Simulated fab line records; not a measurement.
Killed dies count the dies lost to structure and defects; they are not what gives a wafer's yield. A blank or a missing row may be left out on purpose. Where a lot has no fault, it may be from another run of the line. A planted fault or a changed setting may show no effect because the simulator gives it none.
What tool caused it? ; flow n5-finfet ; 12 lots with 35 wafers sampled at 3 steps, on a route of 1938 steps

## WHAT THE GAUGES SHOWED, per wafer
N5_PASSIVATION_OVL_MEAS_66. Usual: PASS_OPEN_OVL typically reads 0 nm, with standard deviation 6.
lot;measured;on;PASS_OPEN_OVL (nm);flag
L277;day 12 02:58;overlay-01;8 -5 -1;
L278;day 12 05:51;overlay-02;2 2;
L279;day 12 08:32;overlay-01;3 -7 3;
L283;day 13 12:13;overlay-01;-6 -4 4;
L284;day 13 18:10;overlay-01;-7 -5 -10;
L293;day 16 18:48;overlay-02;5 -2 9;
L294;day 16 18:37;overlay-01;10 3 0;
L295;day 17 04:23;overlay-01;-1 -10 -4;
L297;day 17 17:37;overlay-01;1 -2 7;
L298;day 17 16:14;overlay-02;-17 -7 6;
L299;day 18 10:29;overlay-01;-11 -7 -4;
L300;day 17 22:54;overlay-01;6 10 -6;

## EACH LOT AND THE TOOL THAT RAN IT (in order: tool; ch and the chambers of the sampled wafers; start)
lot;N5_BEOL_M0_HM_OPEN_105;N5_PASSIVATION_DESCUM_12
L277;rie-metal-03 ch 0,1, day 5 18:44;rie-diel-05 ch 0,1,2, day 11 23:26
L278;rie-metal-01 ch 0,1, day 5 23:12;rie-diel-05 ch 2,3, day 12 00:53
L279;rie-metal-03 ch 0,1, day 6 11:45;rie-diel-05 ch 0,1,3, day 12 04:35
L283;rie-metal-01 ch 0,1, day 7 14:30;rie-diel-02 ch 0,3, day 13 08:44
L284;rie-metal-01 ch 0,1, day 7 17:47;rie-diel-05 ch 0,1,2, day 13 14:25
L293;rie-metal-03 ch 0,1, day 9 18:27;rie-diel-02 ch 0,2,3, day 16 15:38
L294;rie-metal-02 ch 0,1, day 10 02:48;rie-diel-01 ch 1,2, day 16 15:11
L295;rie-metal-01 ch 0,1, day 10 13:20;rie-diel-05 ch 0,1,3, day 17 01:04
L297;rie-metal-01 ch 0,1, day 11 04:45;rie-diel-02 ch 0,2, day 17 14:06
L298;rie-metal-03 ch 1, day 11 04:59;rie-diel-01 ch 0,1,3, day 17 12:52
L299;rie-metal-03 ch 1, day 11 11:22;rie-diel-01 ch 0,2, day 18 07:06
L300;rie-metal-01 ch 0,1, day 11 15:08;rie-diel-05 ch 1,2, day 17 18:56
- N5_BEOL_M0_HM_OPEN_105: chemistry Cl2/BCl3, target TiN, target depth 12 nm.
- N5_PASSIVATION_DESCUM_12: chemistry O2, time 7.9 s.

## WHAT THE TOOLS THEMSELVES READ (means of the sampled wafers that have a number; where no wafer has one, the mark that the record gives instead)
N5_BEOL_M0_HM_OPEN_105. Usual: bcl3-flow-sccm 21.75 sccm, standard deviation 0.058; drypump-motor-current-A 5.9 A, standard deviation 0.33; oes-product-au 0.83 a.u., standard deviation 0.1; rf-fwd-power-W 995 W, standard deviation 3.3; throttle-valve-pct 21.95 %, standard deviation 0.26.
lot;tool;bcl3-flow-sccm (sccm);drypump-motor-current-A (A);oes-product-au (a.u.);rf-fwd-power-W (W);throttle-valve-pct (%);flag
L277;rie-metal-03;21.75;5.5;0.70;995;22.05;
L278;rie-metal-01;21.76;5.9;0.95;998;21.78;
L279;rie-metal-03;21.72;5.6;0.70;997;22.05;
L283;rie-metal-01;21.67;5.8;0.92;994;21.68;
L284;rie-metal-01;21.71;5.8;0.91;995;21.69;
L293;rie-metal-03;21.78;5.6;0.65;994;22.12;
L294;rie-metal-02;21.73;6.4;0.81;997;21.99;
L295;rie-metal-01;21.81;6.0;0.87;994;21.94;
L297;rie-metal-01;21.74;5.8;0.88;997;21.71;
L298;rie-metal-03;21.67;5.5;0.71;995;22.02;
L299;rie-metal-03;21.78;5.5;0.71;994;22.03;
L300;rie-metal-01;21.84;6.0;0.88;993;21.92;

N5_PASSIVATION_DESCUM_12. Usual: drypump-motor-current-A 5.8 A, standard deviation 0.42; oes-product-au 0.76 a.u., standard deviation 0.088; rf-fwd-power-W 49.69 W, standard deviation 0.16; rf-vpp-V 243.2 V, standard deviation 1.6; showerhead-plenum-p-Torr 2.09 Torr, standard deviation 0.076; throttle-valve-pct 20.52 %, standard deviation 0.25.
lot;tool;drypump-motor-current-A (A);oes-product-au (a.u.);rf-fwd-power-W (W);rf-vpp-V (V);showerhead-plenum-p-Torr (Torr);throttle-valve-pct (%);flag
L277;rie-diel-05;5.7;0.74;49.84;243.7;2.11;20.58;
L278;rie-diel-05;5.6;0.70;49.71;244.7;2.15;20.51;
L279;rie-diel-05;5.7;0.74;49.64;243.8;2.11;20.65;
L283;rie-diel-02;5.8;0.69;49.68;242.0;2.02;20.50;
L284;rie-diel-05;5.7;0.73;49.62;243.7;2.10;20.60;
L293;rie-diel-02;5.5;0.79;49.70;243.1;2.12;20.34;
L294;rie-diel-01;6.3;0.79;49.56;243.1;2.12;20.42;
L295;rie-diel-05;5.7;0.78;49.65;242.7;2.10;20.57;
L297;rie-diel-02;5.2;0.69;49.60;242.8;2.05;20.35;
L298;rie-diel-01;5.9;0.84;49.55;243.9;2.12;20.49;
L299;rie-diel-01;6.0;0.81;49.72;242.7;2.04;20.64;
L300;rie-diel-05;5.7;0.75;49.82;241.8;2.03;20.65;

## THE ANSWER, worked out from the rows above alone
Rule: a lot counts as off when the mean over its wafers that have a number is more than 3 standard deviations away from the usual mean. Also off: a lot with no number at a reading for which 4 or more lots have one. Where the step has rows for the other lots, those lots are counted as sound. The gauges are gone through in route order, then the tools' own readings, and for those a lot's mean is taken as printed above. At the first step where some lot is off, the reading lying furthest off is the one used; lots without a number count as furthest.
Across all readings shown, no lot is off: no conclusion can be drawn from this.

## WHAT THE SIMULATOR PUT IN
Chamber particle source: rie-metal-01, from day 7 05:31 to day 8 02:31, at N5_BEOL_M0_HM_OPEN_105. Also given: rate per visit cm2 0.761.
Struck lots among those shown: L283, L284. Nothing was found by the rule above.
